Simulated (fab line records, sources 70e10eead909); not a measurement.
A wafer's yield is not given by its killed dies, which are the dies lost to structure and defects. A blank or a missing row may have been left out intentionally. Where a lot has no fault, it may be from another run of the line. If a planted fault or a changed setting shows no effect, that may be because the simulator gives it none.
Which tool did it? | flow nand_harc | 6 lots, 18 wafers sampled, at 4 steps of a route of 1302

## WHAT EACH GAUGE READ, for each wafer
NHARC_P_GATE_CD_MEAS_59: target cd 720 nm.
lot  | measured     | on        | cd_nm (nm)
L847 | day 6 01:59  | cd_sem-02 | 720.4 720.6 721.1
L850 | day 7 11:27  | cd_sem-03 | 717.3 717.6 716.3
L853 | day 8 20:12  | cd_sem-02 | 719.9 718.5 718.2
L855 | day 9 11:44  | cd_sem-03 | 719.4 715.4 715.2
L858 | day 10 23:02 | cd_sem-02 | 717.4 717.9 719.5
L868 | day 14 21:06 | cd_sem-02 | 723.1 718.2 720.2

## WHAT TOOL EACH LOT RAN ON (gives the tool, then ch and the chambers of the sampled wafers, and finally the start)
lot  | NHARC_P_STI_ETCH_31                           | NHARC_P_GATE_DESCUM_31             | NHARC_P_GATE_ETCH_104
L847 | rie_diel-02 ch 0,3, day 5 12:26 or earlier    | rie_diel-12 ch 0,3, day 5 12:26    | rie_diel-12 ch 2,3, day 5 12:31
L850 | rie_diel-02 ch 0,1, day 6 21:52 or earlier    | rie_diel-12 ch 0,1, day 6 21:52    | rie_diel-12 ch 0,2,3, day 6 21:57
L853 | rie_diel-02 ch 0,1,2, day 8 06:32 or earlier  | rie_diel-10 ch 1,2,3, day 8 06:32  | rie_diel-10 ch 0,1,2, day 8 06:37
L855 | rie_diel-02 ch 1,2, day 8 22:14 or earlier    | rie_diel-10 ch 1,2, day 8 22:14    | rie_diel-10 ch 0,2,3, day 8 22:20
L858 | rie_diel-01 ch 1,2,3, day 10 09:37 or earlier | rie_diel-10 ch 2,3, day 10 09:37   | rie_diel-10 ch 1,2,3, day 10 09:42
L868 | rie_diel-03 ch 1,3, day 14 07:41 or earlier   | rie_diel-12 ch 0,1,3, day 14 07:41 | rie_diel-12 ch 1,2,3, day 14 07:46
- NHARC_P_STI_ETCH_31: etches the open film in CF4/CHF3, target depth 108.9 nm, time 54.5 s.
- NHARC_P_GATE_DESCUM_31: chemistry O2, time 3 s.
- NHARC_P_GATE_ETCH_104: etches the open film in CF4/CHF3, target depth 60 nm.

## THE ANSWER, worked out from the rows above alone
Rule: usual is defined by the lots themselves. Put in order of their means at a reading, lots are off if they are a third of the lots or fewer, leave a main group of 4 or more, and stand apart from it by a gap of 3 or more times the standard deviation of the main group's means; of several such gaps the widest counts. If all means in a main group match to the digits the tables above print for the reading, that group is not used. A lot without any number at a reading at which 4 lots or more have one is off too. All remaining lots with rows at the step are treated as sound.
No lot is off on any of the readings shown, so nothing can be concluded from this.

## WHAT THE SIMULATOR HAD PUT IN
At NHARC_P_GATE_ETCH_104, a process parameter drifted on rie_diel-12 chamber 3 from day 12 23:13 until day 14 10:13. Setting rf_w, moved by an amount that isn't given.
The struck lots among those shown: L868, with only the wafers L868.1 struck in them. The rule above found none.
